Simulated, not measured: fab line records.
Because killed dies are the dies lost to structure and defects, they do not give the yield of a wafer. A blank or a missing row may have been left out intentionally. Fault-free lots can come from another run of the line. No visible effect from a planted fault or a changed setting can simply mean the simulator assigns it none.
Chamber matching -- flow n5Finfet -- N5_SDB_ALD_29 on aldSin-01 has 4 sister chambers
The step deposits SiNx, target thk 30 nm, pulse time 1 s, ald cycles 600. 4 wafers are shown with their chamber, then 8 later ones without.

EACH WAFER AND ITS CHAMBER
wafer,chamber,heaterPowerW (W)
L081.1,0,817
L081.4,1,824
L081.5,2,715
L085.4,3,891

WAFERS WITHOUT THEIR CHAMBER
wafer,heaterPowerW (W)
L085.5,716
L085.6,832
L086.1,883
L086.3,823
L086.4,723
L096.1,807
L096.2,833
L096.5,808

WHICH CHAMBER EACH WENT THROUGH
wafer,from the rows above,in truth
L085.5,2,2
L085.6,can't be placed: 1 or 0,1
L086.1,3,3
L086.3,can't be placed: 1 or 0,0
L086.4,2,2
L096.1,can't be placed: 0 or 1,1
L096.2,can't be placed: 1 or 0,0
L096.5,can't be placed: 0 or 1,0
Placed correctly: 3 of 8. Unplaceable from these rows: 5, with the true chamber sitting among the candidates in 5. Number placed wrongly: 0.
How it was worked out, from the rows above alone: a wafer's distance from a chamber is the root of the sum, over the readings, of the square of ((its reading less the chamber's mean) divided by the reading's scatter). The wafer belongs to the nearest chamber; if the next one is less than 2 further off, it can't be placed. For every chamber, the mean is computed from those of its wafers that are shown. The scatter (one wafer shown for each chamber): square how far every hidden wafer sits from the nearest shown wafer, average those squares and take the square root.
